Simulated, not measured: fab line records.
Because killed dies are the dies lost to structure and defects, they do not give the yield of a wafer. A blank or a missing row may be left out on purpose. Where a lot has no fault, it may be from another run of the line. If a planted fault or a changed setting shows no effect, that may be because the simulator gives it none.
fab line records | flow nandHarc
record: lots: 12 | wafers: 36 | lastDay: 34
route steps=1302 shown P_GATE@215 P_CONTACT@236 END@1302
lots with no fault: from the same line, run without faults
startH: start of the lot's first displayed wafer, in hours after the record's first day | waitH: how many hours have passed since the lot's step before this one | " unchanged from the row above | L1.1+2: a row that stands for several wafers | - either no value or no given start | * or withheld: withheld | < > ~ a bound
route shown NAME@n: names a module that has steps shown in the file, with the first one's number in the route | usual: mean/standard deviation of fault-free wafers | same: alike in all rows | chamber/n: place in a boat | sites: each site's reading | _std_site: standard deviation of those values | _edge_site: inner sites' mean taken away from outer sites' mean | radiusMm: for every site, how far away it sits from the centre of the wafer | mask NAME#n: copy n | behind: the last tool/chamber to shape the wafer | hold: reason for holding the lot/hours on hold/outcome of the hold | device: the n, p or np transistor that did not switch | end of line: tests of these same wafers at the route's end | step lacking rows: just its recipe | killed: dies that structure and defects cost at the first sort, which is not the same as the wafer's yield | map: dies across one wafer; x = killed, . = not, _ = none there
set.NAME: setting as actually run; set.NAME@STEP: the setting as run at that earlier step | model.NAME: the simulator's own value behind a step, which no gauge read
a sample of lots followed through the steps of the route, with each step as a table and each wafer as a row
services: from which hour (startH, from the record's first day; less than 0 if before it) a tool's chamber was out of use, for how many hours, and why
== steps ==
step: NHARC_P_GATE_RTA_82
recipe: tempC: 450 | timeS: 30
usual: lampPowerPct: 3.71/0.078 | lamp_zone_3_pct: 3.71/0.079 | lamp_zone_6_pct: 3.68/0.078 | wafer_temp_C_max: 452.1/0.42
lot.wafer | tool         | chamber | startH | waitH | lampPowerPct | lamp_zone_3_pct | lamp_zone_6_pct | wafer_temp_C_max
L307.1    | rtpAnneal-02 | 0       | 118.24 | -     | 3.64         | 3.64            | 3.60            | 452.3
L307.3    | "            | 0       | "      | "     | 3.63         | 3.64            | 3.61            | 452.0
L307.5    | "            | 0       | "      | "     | 3.63         | 3.63            | 3.61            | 452.0
L308.1    | rtpAnneal-01 | 0       | 121.29 | -     | 3.80         | 3.79            | 3.76            | 452.1
L308.3    | "            | 0       | "      | "     | 3.79         | 3.79            | 3.76            | 452.7
L308.4    | "            | 0       | "      | "     | 3.79         | 3.79            | 3.77            | 451.7
L310.3    | rtpAnneal-02 | 0       | 149.84 | -     | 3.64         | 3.63            | 3.60            | 451.7
L310.5    | "            | 0       | "      | "     | 3.63         | 3.63            | 3.60            | 452.3
L310.6    | "            | 0       | "      | "     | 3.64         | 3.63            | 3.61            | 452.1
L311.3    | rtpAnneal-02 | 0       | 154.82 | -     | 3.63         | 3.63            | 3.60            | 452.7
L311.4    | "            | 0       | "      | "     | 3.63         | 3.63            | 3.60            | 452.6
L311.6    | "            | 0       | "      | "     | 3.63         | 3.63            | 3.60            | 452.7
L315.3    | rtpAnneal-02 | 0       | 199.47 | -     | 3.63         | 3.63            | 3.61            | 451.6
L315.5    | "            | 0       | "      | "     | 3.63         | 3.64            | 3.61            | 452.2
L315.6    | "            | 0       | "      | "     | 3.63         | 3.64            | 3.61            | 452.0
L316.1    | rtpAnneal-02 | 0       | 205.07 | -     | 3.63         | 3.64            | 3.60            | 452.5
L316.2    | "            | 0       | "      | "     | 3.63         | 3.63            | 3.60            | 451.7
L316.3    | "            | 0       | "      | "     | 3.64         | 3.63            | 3.60            | 452.4
L324.1    | rtpAnneal-02 | 0       | 284.91 | -     | 3.63         | 3.63            | 3.61            | 452.7
L324.4    | "            | 0       | "      | "     | 3.63         | 3.63            | 3.61            | 451.5
L324.6    | "            | 0       | "      | "     | 3.63         | 3.64            | 3.60            | 452.5
L325.3    | rtpAnneal-01 | 0       | 293.57 | -     | 3.79         | 3.80            | 3.76            | 452.7
L325.4    | "            | 0       | "      | "     | 3.79         | 3.80            | 3.76            | 451.6
L325.5    | "            | 0       | "      | "     | 3.79         | 3.79            | 3.77            | 452.5
L327.4    | rtpAnneal-01 | 0       | 323.08 | -     | 3.79         | 3.79            | 3.76            | 452.0
L327.5    | "            | 0       | "      | "     | 3.79         | 3.79            | 3.76            | 452.2
L327.6    | "            | 0       | "      | "     | 3.79         | 3.79            | 3.76            | 451.9
L328.2    | rtpAnneal-02 | 0       | 335.98 | -     | 3.63         | 3.63            | 3.61            | 451.7
L328.4    | "            | 0       | "      | "     | 3.64         | 3.63            | 3.60            | 452.4
L328.5    | "            | 0       | "      | "     | 3.63         | 3.63            | 3.60            | 451.9
L329.1    | rtpAnneal-02 | 0       | 338.83 | -     | 3.63         | 3.64            | 3.60            | 451.8
L329.4    | "            | 0       | "      | "     | 3.63         | 3.64            | 3.61            | 452.2
L329.5    | "            | 0       | "      | "     | 3.63         | 3.63            | 3.60            | 451.7
L330.1    | rtpAnneal-02 | 0       | 346.08 | -     | 3.64         | 3.63            | 3.60            | 451.4
L330.3    | "            | 0       | "      | "     | 3.63         | 3.63            | 3.60            | 452.9
L330.5    | "            | 0       | "      | "     | 3.63         | 3.63            | 3.60            | 452.3
step: NHARC_P_CONTACT_ETCH_35
recipe: targetDepthA: 390 | overEtchFrac: 0.3 | timeS: 65 | ionEnergyEv: 80 | cf4FlowSccm: 150 | arFlowSccm: 0 | rfW: 300 | biasW: 100 | chemistry: CF4
usual: drypumpMotorCurrentA: 5.6/0.43 | oesProductAu: 0.998/0.012 | rfVppV: 151.2/1.3 | showerheadPlenumPTorr: 1.77/0.083 | throttleValvePct: 13.285/0.0098
lot.wafer | tool       | chamber | startH | waitH | drypumpMotorCurrentA | oesProductAu | rfHoursCounterH | rfVppV | showerheadPlenumPTorr | throttleValvePct
L307.1    | rieDiel-01 | 1       | 120.31 | 0.1   | 5.1                  | 0.998        | 2.2             | 150.1  | 1.66                  | 13.279
L307.3    | "          | 3       | "      | "     | 6.1                  | 1.008        | 2.7             | 150.4  | 1.67                  | 13.286
L307.5    | "          | 1       | "      | "     | 5.2                  | 1.003        | -               | 150.4  | 1.66                  | 13.281
L308.3    | rieDiel-06 | 2       | 123.38 | 0.1   | 4.8                  | 1.002        | 4.8             | 152.2  | 1.89                  | 13.268
L308.4    | "          | 3       | "      | "     | 6.0                  | 0.996        | 5.0             | 151.3  | 1.89                  | 13.277
L308.1    | "          | 0       | "      | "     | 5.7                  | 0.980        | 4.7             | 151.3  | 1.82                  | 13.280
L310.3    | rieDiel-06 | 0       | 151.87 | 0.1   | 5.8                  | 0.984        | 0.4             | 153.1  | 1.82                  | 13.275
L310.6    | "          | 3       | "      | "     | 6.0                  | 0.980        | -               | 153.4  | 1.89                  | 13.275
L310.5    | "          | 0       | "      | "     | 5.8                  | 0.987        | -               | 151.7  | 1.82                  | 13.280
L311.3    | rieDiel-06 | 0       | 156.85 | 0.1   | 5.7                  | 0.969        | 0.8             | 151.4  | 1.82                  | 13.281
L311.4    | "          | 1       | "      | "     | 5.8                  | 0.991        | 1.0             | 150.8  | 1.73                  | 13.298
L311.6    | "          | 2       | "      | "     | 4.8                  | 0.991        | -               | 152.3  | 1.89                  | 13.305
L315.3    | rieDiel-01 | 2       | 201.37 | 0.1   | 5.8                  | 0.994        | 4.4             | 153.1  | 1.88                  | 13.285
L315.6    | "          | 2       | "      | "     | 5.8                  | 1.010        | -               | 153.5  | 1.88                  | 13.285
L315.5    | "          | 3       | "      | "     | 6.1                  | 0.987        | -               | 149.1  | 1.67                  | 13.276
L316.3    | rieDiel-05 | 2       | 207.02 | 0.1   | 5.7                  | 1.008        | 5.9             | 151.1  | 1.70                  | 13.276
L316.1    | "          | 3       | "      | "     | 5.1                  | 0.995        | 7.1             | 152.4  | 1.78                  | 13.297
L316.2    | "          | 1       | "      | "     | 6.0                  | 0.991        | 6.1             | 149.5  | 1.72                  | 13.280
L324.4    | rieDiel-01 | 2       | 286.88 | 0.1   | 5.8                  | 1.019        | 2.5             | 151.6  | 1.88                  | 13.299
L324.1    | "          | 3       | "      | "     | 6.1                  | 1.006        | 2.1             | 150.9  | 1.67                  | 13.291
L324.6    | "          | 2       | "      | "     | 5.8                  | 1.012        | -               | 152.5  | 1.88                  | 13.274
L325.3    | rieDiel-05 | 1       | 295.48 | 0.1   | 6.0                  | 0.999        | 1.8             | 148.2  | 1.72                  | 13.281
L325.4    | "          | 2       | "      | "     | 5.8                  | 1.008        | 1.9             | 149.3  | 1.70                  | 13.305
L325.5    | "          | 3       | "      | "     | 5.1                  | 0.993        | -               | 149.8  | 1.78                  | 13.285
L327.4    | rieDiel-01 | 0       | 324.99 | 0.1   | 5.2                  | 1.002        | -               | 149.9  | 1.72                  | 13.291
L327.6    | "          | 2       | "      | "     | 5.8                  | 1.014        | -               | 152.8  | 1.88                  | 13.277
L327.5    | "          | 3       | "      | "     | 6.1                  | 1.011        | -               | 149.5  | 1.67                  | 13.278
L328.2    | rieDiel-01 | 3       | 338.08 | 0.1   | 6.1                  | 1.010        | 3.7             | 149.9  | 1.67                  | 13.271
L328.5    | "          | 3       | "      | "     | 6.1                  | 1.013        | -               | 149.8  | 1.67                  | 13.296
L328.4    | "          | 0       | "      | "     | 5.2                  | 1.000        | -               | 149.9  | 1.72                  | 13.284
L329.4    | rieDiel-05 | 2       | 340.93 | 0.1   | 5.7                  | 0.998        | 5.2             | 151.5  | 1.70                  | 13.289
L329.1    | "          | 3       | "      | "     | 5.1                  | 0.986        | 5.4             | 152.1  | 1.77                  | 13.272
L329.5    | "          | 1       | "      | "     | 6.0                  | 0.995        | -               | 150.5  | 1.72                  | 13.287
L330.3    | rieDiel-06 | 0       | 348.16 | 0.1   | 5.7                  | 0.988        | 0.4             | 151.9  | 1.82                  | 13.304
L330.1    | "          | 1       | "      | "     | 5.8                  | 0.996        | 0.4             | 149.5  | 1.73                  | 13.287
L330.5    | "          | 0       | "      | "     | 5.7                  | 0.988        | -               | 151.9  | 1.82                  | 13.251
step: NHARC_P_CONTACT_PVD_32
recipe: targetThkA: 50 | chamberPressurePa: 5 | powerW: 5000 | substrateTempC: 200 | timeS: 17.7 | material: Ti
usual: throttleValvePct: 30.0/1.1
lot.wafer | tool          | chamber | startH | waitH | throttleValvePct
L307.1    | pvdSputter-02 | -       | -      | -     | 27.5
L307.3    | "             | -       | "      | "     | 32.0
L307.5    | "             | -       | "      | "     | 30.5
L308.4    | pvdSputter-03 | -       | -      | -     | 28.4
L308.3    | "             | -       | "      | "     | 28.9
L308.1    | "             | -       | "      | "     | 30.1
L310.3    | pvdSputter-02 | -       | -      | -     | 29.9
L310.5    | "             | -       | "      | "     | 30.5
L310.6    | "             | -       | "      | "     | 30.2
L311.4    | pvdSputter-02 | -       | -      | -     | 30.5
L311.3    | "             | -       | "      | "     | 30.4
L311.6    | "             | -       | "      | "     | 31.8
L315.3    | pvdSputter-03 | -       | -      | -     | 31.8
L315.6    | "             | -       | "      | "     | 30.3
L315.5    | "             | -       | "      | "     | 29.7
L316.1    | pvdSputter-01 | -       | -      | -     | 29.3
L316.3    | "             | -       | "      | "     | 31.4
L316.2    | "             | -       | "      | "     | 29.7
L324.4    | pvdSputter-03 | -       | -      | -     | 28.9
L324.1    | "             | -       | "      | "     | 31.8
L324.6    | "             | -       | "      | "     | 30.1
L325.4    | pvdSputter-01 | -       | -      | -     | 30.6
L325.3    | "             | -       | "      | "     | 30.0
L325.5    | "             | -       | "      | "     | 30.0
L327.4    | pvdSputter-01 | -       | -      | -     | 30.3
L327.6    | "             | -       | "      | "     | 30.2
L327.5    | "             | -       | "      | "     | 30.0
L328.4    | pvdSputter-03 | -       | -      | -     | 31.6
L328.2    | "             | -       | "      | "     | 30.4
L328.5    | "             | -       | "      | "     | 28.9
L329.1    | pvdSputter-02 | -       | -      | -     | 30.2
L329.4    | "             | -       | "      | "     | 30.3
L329.5    | "             | -       | "      | "     | 30.3
L330.3    | pvdSputter-02 | -       | -      | -     | 30.3
L330.1    | "             | -       | "      | "     | 28.1
L330.5    | "             | -       | "      | "     | 30.4
step: NHARC_P_CONTACT_ALD_22
recipe: targetThkA: 30 | pulseTimeS: 1 | aldCycles: 150 | tempC: 450 | material: TiN
usual: aldCycles: 150/0 | heaterPowerOuterW: 690/85 | heaterPowerW: 1094/120 | precursorPulseHeightRel: 1.001/0.02 | pulseTimeS: 1/0
lot.wafer | tool        | chamber | startH | waitH | aldCycles | heaterPowerOuterW | heaterPowerW | precursorPulseHeightRel | pulseTimeS
L307.3    | aldMetal-03 | 3       | 122.09 | -     | 150       | 576               | 953          | 0.990                   | 1
L307.1    | "           | 0       | "      | "     | 150       | 781               | 1139         | 1.012                   | 1
L307.5    | "           | 2       | "      | "     | 150       | 638               | 1129         | 0.993                   | 1
L308.1    | aldMetal-03 | 3       | 125.11 | -     | 150       | 581               | 958          | 1.020                   | 1
L308.3    | "           | 1       | "      | "     | 150       | 643               | 1117         | 1.026                   | 1
L308.4    | "           | 2       | "      | "     | 150       | 658               | 1112         | 1.032                   | 1
L310.3    | aldMetal-04 | 3       | 153.64 | -     | 150       | 612               | 987          | 1.010                   | 1
L310.6    | "           | 1       | "      | "     | 150       | 803               | 1204         | 0.956                   | 1
L310.5    | "           | 2       | "      | "     | 150       | 815               | 1299         | 0.990                   | 1
L311.3    | aldMetal-01 | 3       | 158.60 | -     | 150       | 590               | 1033         | 0.981                   | 1
L311.4    | "           | 0       | "      | "     | 150       | 657               | 1038         | 0.988                   | 1
L311.6    | "           | 3       | "      | "     | 150       | 596               | 1012         | 1.012                   | 1
L315.3    | aldMetal-03 | 2       | 203.17 | -     | 150       | 655               | 1114         | 1.013                   | 1
L315.5    | "           | 3       | "      | "     | 150       | 590               | 936          | 1.004                   | 1
L315.6    | "           | 0       | "      | "     | 150       | 778               | 1125         | 1.006                   | 1
L316.3    | aldMetal-04 | 1       | 208.76 | -     | 150       | 811               | 1219         | 1.018                   | 1
L316.2    | "           | 2       | "      | "     | 150       | 829               | 1311         | 1.024                   | 1
L316.1    | "           | 0       | "      | "     | 150       | 590               | 896          | 0.974                   | 1
L324.1    | aldMetal-01 | 1       | 288.71 | -     | -         | -                 | -            | -                       | -
L324.4    | "           | 2       | "      | "     | -         | -                 | -            | -                       | -
L324.6    | "           | 3       | "      | "     | -         | -                 | -            | -                       | -
L325.3    | aldMetal-03 | 2       | 297.21 | -     | -         | -                 | -            | -                       | -
L325.4    | "           | 3       | "      | "     | -         | -                 | -            | -                       | -
L325.5    | "           | 2       | "      | "     | -         | -                 | -            | -                       | -
L327.4    | aldMetal-03 | 1       | 326.88 | -     | 150       | 714               | 1195         | 0.987                   | 1
L327.6    | "           | 3       | "      | "     | 150       | 586               | 923          | 1.006                   | 1
L327.5    | "           | 0       | "      | "     | 150       | 777               | 1119         | 1.000                   | 1
L328.4    | aldMetal-01 | 2       | 339.94 | -     | 150       | 697               | 1067         | 1.033                   | 1
L328.2    | "           | 0       | "      | "     | 150       | 673               | 1044         | 1.011                   | 1
L328.5    | "           | 3       | "      | "     | 150       | 623               | 1087         | 0.998                   | 1
L329.4    | aldMetal-04 | 2       | 342.69 | -     | 150       | 794               | 1299         | 1.038                   | 1
L329.1    | "           | 3       | "      | "     | 150       | 675               | 1050         | 1.031                   | 1
L329.5    | "           | 2       | "      | "     | 150       | 794               | 1304         | 1.000                   | 1
L330.3    | aldMetal-03 | 1       | 349.93 | -     | 150       | 698               | 1178         | 0.988                   | 1
L330.1    | "           | 3       | "      | "     | 150       | 586               | 937          | 1.025                   | 1
L330.5    | "           | 1       | "      | "     | 150       | 713               | 1168         | 1.001                   | 1
step: NHARC_END_SORT_01
recipe: tempC: 25
usual: killedAtArray: 56/19 | killedAtOther: 1.0/1.3 | killedAtPeriphery: 3.8/2.2 | killedDies: 61/19 | killedOpen: 3.1/1.9 | killedShort: 2.3/1.5
same: grossDies: 677
lot.wafer | tool      | chamber | startH | waitH | killedAtArray | killedAtOther | killedAtPeriphery | killedDies | killedOpen | killedShort
L324.1    | prober-01 | 0       | 740.40 | 2.5   | 49            | 0             | 551               | 600        | 2          | 4
L324.4    | prober-01 | 0       | 742.81 | 3.4   | 57            | 0             | 543               | 600        | 7          | 1
L324.6    | prober-01 | 0       | 744.41 | 4.0   | 67            | 0             | 532               | 599        | 6          | 1
L325.3    | prober-02 | 0       | 744.45 | 3.1   | 30            | 1             | 564               | 595        | 4          | 0
L325.4    | prober-02 | 0       | 745.26 | 3.4   | 32            | 0             | 578               | 610        | 1          | 0
L325.5    | prober-02 | 0       | 746.06 | 3.7   | 37            | 0             | 568               | 605        | 4          | 2
killed by level:class
L324.1 P_CONTACT:areaAld=548 A_CHANNEL_HOLE_D2:chamberFilmFlake=20 A_CHANNEL_HOLE_D1:chamberFilmFlake=10 A_STAIRCASE:chamberFilmFlake=6 A_SLIT:chamberFilmFlake=5 A_WL_FILL:geometricParticle:short=2 P_ZERO_WELL:chamberFilmFlake=2 A_CONTACT:chamberFilmFlake=2
L324.4 P_CONTACT:areaAld=537 A_CHANNEL_HOLE_D2:chamberFilmFlake=23 A_STAIRCASE:chamberFilmFlake=8 A_SLIT:chamberFilmFlake=7 A_CHANNEL_HOLE_D1:chamberFilmFlake=6 P_M0:geometricParticle:open=4 A_SGD_CUT:chamberFilmFlake=4 A_CONTACT:chamberFilmFlake=3
L324.6 P_CONTACT:areaAld=526 A_CHANNEL_HOLE_D2:chamberFilmFlake=26 A_STAIRCASE:chamberFilmFlake=10 A_CHANNEL_HOLE_D1:chamberFilmFlake=8 A_SLIT:chamberFilmFlake=8 P_ZERO_WELL:chamberFilmFlake=6 A_CONTACT:chamberFilmFlake=6 A_M0:geometricParticle:open=2
L325.3 P_CONTACT:areaAld=562 A_CHANNEL_HOLE_D1:chamberFilmFlake=17 A_SLIT:chamberFilmFlake=3 A_CHANNEL_HOLE_D2:chamberFilmFlake=2 A_STAIRCASE:chamberFilmFlake=2 P_M0:geometricParticle:open=1 A_ONON_D1:geometricParticle:open=1 A_CHANNEL_FILL_D2:geometricParticle:open=1
L325.4 P_CONTACT:areaAld=576 A_CHANNEL_HOLE_D1:chamberFilmFlake=13 A_SLIT:chamberFilmFlake=8 A_STAIRCASE:chamberFilmFlake=4 A_ZERO_WELL:chamberFilmFlake=2 A_CONTACT:chamberFilmFlake=2 A_CHANNEL_FILL_D2:geometricParticle:open=1 P_GATE:chamberFilmFlake=1
L325.5 P_CONTACT:areaAld=568 A_CHANNEL_HOLE_D1:chamberFilmFlake=12 A_STAIRCASE:chamberFilmFlake=6 A_CHANNEL_HOLE_D2:chamberFilmFlake=5 A_WL_FILL:chamberFilmFlake=4 A_M0:geometricParticle:open=2 A_SLIT:chamberFilmFlake=2 A_CHANNEL_FILL_D2:geometricParticle:short=1
== services ==
tool          | chamber | startH | hours | kind
aldMetal-03   | 2       | 94.40  | 8.6   | repair
pvdSputter-02 | -       | 104.06 | 10.0  | pm
rieDiel-06    | 2       | 125.34 | 2.6   | repair
rieDiel-06    | -       | 130.20 | 9.0   | pm
pvdSputter-03 | -       | 170.00 | 10.0  | pm
rieDiel-01    | -       | 203.80 | 9.0   | pm
rieDiel-06    | 3       | 209.51 | 11.8  | repair
aldMetal-03   | -       | 212.00 | 10.0  | pm
rieDiel-01    | -       | 222.93 | 0.5   | repair
pvdSputter-03 | -       | 233.17 | 1.1   | repair
rieDiel-06    | 1       | 235.29 | 15.2  | repair
pvdSputter-03 | -       | 237.84 | 4.3   | repair
aldMetal-03   | 1       | 244.25 | 14.7  | repair
aldMetal-03   | 3       | 245.91 | 7.0   | repair
pvdSputter-02 | -       | 282.06 | 10.0  | pm
rieDiel-06    | 1       | 298.66 | 7.2   | repair
rieDiel-01    | 2       | 300.56 | 9.2   | repair
rieDiel-01    | 3       | 302.29 | 13.9  | repair
rieDiel-06    | -       | 307.20 | 9.0   | pm
pvdSputter-02 | -       | 311.82 | 4.8   | repair
rieDiel-01    | 1       | 319.99 | 20.5  | repair
aldMetal-03   | 2       | 328.35 | 20.9  | repair
rieDiel-06    | 0       | 334.27 | 4.1   | repair
pvdSputter-03 | -       | 348.00 | 10.0  | pm
== key ==
firstSign: step: NHARC_P_CONTACT_ALD_22 | reading: toolRecord | direction: missing
effect: step: NHARC_END_SORT_01 | reading: killedAtPeriphery | direction: up | sigmas: 99+ | usual: 3.8 | struck: 556
moreKillsBornAt: NHARC_P_CONTACT_ALD_22@aldMetal-03: 1706 | NHARC_P_CONTACT_ALD_22@aldMetal-01: 1611
metAt NHARC_P_CONTACT_ALD_22
struckLots L324,L325
laterRowsLeftOut L324.1,L324.4,L324.6,L325.3,L325.4,L325.5
testerLeftOut L324,L325
notActingAt NHARC_P_GATE_RTA_82,NHARC_P_CONTACT_ETCH_35,NHARC_P_CONTACT_PVD_32
onsetBetween 203.17 288.71
fault: kind: skippedStepWhole | tool: aldMetal-01,aldMetal-03 | chamber: - | onsetH: 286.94 | steps: NHARC_P_CONTACT_ALD_22 | scope: struckLotsOnly
testerLeftOut: of these lots the tester's yield and bins aren't shown, on N5 and GAA mostly nor the transistor test; their killed dies are dies lost to structure and defects alone, not to doping, threshold or leakage, so they don't give the yield
laterRowsLeftOut: the simulator's readings of these wafers behind a module that went badly wrong aren't trusted and aren't shown, but for the sort
